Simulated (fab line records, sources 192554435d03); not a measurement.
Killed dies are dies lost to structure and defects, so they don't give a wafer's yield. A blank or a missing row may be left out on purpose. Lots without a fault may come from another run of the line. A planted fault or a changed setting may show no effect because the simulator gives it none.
Chamber matching | flow n5_finfet | N5_BEOL_M4_ETCHBACK_99 on rie_diel-02: 4 sister chambers
The step etches SiO2 in CHF3, target depth 5 nm, time 10.4 s. 18 wafers are shown with their chamber, then 9 later ones without.

WAFERS WITH THEIR CHAMBER
wafer  | chamber | drypump_motor_current_A (A) | throttle_valve_pct (%) | showerhead_plenum_p_Torr (Torr)
L078.1 | 2       | 5.0                         | 17.43                  | 2.06
L078.4 | 2       | 5.0                         | 17.45                  | 2.06
L078.6 | 1       | 5.4                         | 16.81                  | 2.11
L079.4 | 0       | 5.6                         | 17.40                  | 2.15
L079.5 | 3       | 4.9                         | 17.14                  | 2.15
L079.6 | 2       | 5.0                         | 17.44                  | 2.06
L084.1 | 2       | 5.0                         | 17.47                  | 2.06
L084.2 | 0       | 5.6                         | 17.41                  | 2.14
L084.4 | 3       | 4.9                         | 17.14                  | 2.15
L088.1 | 1       | 5.4                         | 16.87                  | 2.10
L088.2 | 3       | 4.9                         | 17.14                  | 2.15
L088.3 | 2       | 5.0                         | 17.47                  | 2.05
L090.1 | 2       | 5.0                         | 17.48                  | 2.05
L090.2 | 3       | 4.9                         | 17.16                  | 2.14
L090.5 | 0       | 5.6                         | 17.44                  | 2.14
L091.3 | 3       | 4.9                         | 17.16                  | 2.14
L091.4 | 0       | 5.6                         | 17.44                  | 2.14
L091.6 | 1       | 5.3                         | 16.87                  | 2.10

SIGNATURES (means of the wafers above)
reading                  | chamber 0 | chamber 1 | chamber 2 | chamber 3 | scatter within a chamber
drypump_motor_current_A  | 5.600     | 5.367     | 5.000     | 4.900     | 0.0218
throttle_valve_pct       | 17.4225   | 16.8500   | 17.4567   | 17.1480   | 0.0209
showerhead_plenum_p_Torr | 2.1425    | 2.1033    | 2.0567    | 2.1460    | 0.00531
Rule: a wafer's distance from a chamber is the root of the sum, over the readings, of the square of ((its reading less the chamber's mean) divided by the reading's scatter). The wafer belongs to the nearest chamber; if the next one is less than 2 further off, it can't be placed. The scatter: the root of (the sum of the squares of (reading less its chamber's mean) over the shown wafers, divided by (wafers less chambers)).

WAFERS WITHOUT THEIR CHAMBER
wafer  | drypump_motor_current_A (A) | throttle_valve_pct (%) | showerhead_plenum_p_Torr (Torr)
L092.1 | 5.3                         | 16.88                  | 2.10
L092.3 | 4.9                         | 17.17                  | 2.14
L092.6 | 5.4                         | 16.87                  | 2.10
L095.2 | 4.9                         | 17.19                  | 2.14
L095.3 | 5.4                         | 16.88                  | 2.10
L095.6 | 5.6                         | 17.46                  | 2.13
L096.1 | 4.9                         | 17.18                  | 2.14
L096.3 | 5.6                         | 17.47                  | 2.13
L096.5 | 4.9                         | 17.18                  | 2.14

WHICH CHAMBER EACH WENT THROUGH
wafer  | from the rows above | in truth
L092.1 | 1                   | 1
L092.3 | 3                   | 3
L092.6 | 1                   | 1
L095.2 | 3                   | 3
L095.3 | 1                   | 1
L095.6 | 0                   | 0
L096.1 | 3                   | 3
L096.3 | 0                   | 0
L096.5 | 3                   | 3
Placed correctly: 9 of 9. Can't be placed from these rows: 0. Placed wrongly: 0.
